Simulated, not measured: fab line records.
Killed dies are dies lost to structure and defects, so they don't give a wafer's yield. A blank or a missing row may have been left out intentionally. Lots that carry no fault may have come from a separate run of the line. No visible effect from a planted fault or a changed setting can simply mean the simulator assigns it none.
Chamber matching	flow n5_finfet	N5_BEOL_M7_ALD_77 on ald_metal-03: 4 sister chambers
The step deposits TaN, target thk 2 nm, pulse time 2 s, purge time 3 s. 8 wafers are shown with their chamber, then 7 later ones without.

## WAFERS WITH THEIR CHAMBER
wafer	chamber	heater_power_w (W)	precursor_vessel_temp_c (C)
L078.1	0	355	74.94
L087.5	3	500	75.22
L087.6	2	431	75.02
L088.1	1	393	75.21
L088.2	2	429	74.93
L088.4	0	351	74.85
L093.2	1	381	75.03
L093.3	3	506	75.08

## WAFERS WITHOUT THEIR CHAMBER
wafer	heater_power_w (W)	precursor_vessel_temp_c (C)
L093.4	508	75.16
L090.1	369	75.01
L090.4	346	74.78
L090.6	502	74.97
L096.1	492	75.03
L096.2	422	75.11
L096.4	378	75.08

## THE CHAMBER EACH PASSED THROUGH
wafer	from the rows above	in truth
L093.4	3	3
L090.1	can't be placed: 0 or 1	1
L090.4	0	0
L090.6	3	3
L096.1	3	3
L096.2	2	2
L096.4	1	1
Correctly placed: 6 of 7. Can't be placed from these rows: 1 (the true chamber is among the candidates in 1). Wrongly placed: 0.
How it was worked out, from the rows above alone: a wafer's distance from a chamber is the root of the sum, over the readings, of the square of ((its reading less the chamber's mean) divided by the reading's scatter). The wafer belongs to the nearest chamber; if the next one is less than 2 further off, it can't be placed. A chamber's mean is the mean of its shown wafers. The scatter: the root of (the sum of the squares of (reading less its chamber's mean) over the shown wafers, divided by (wafers less chambers)).
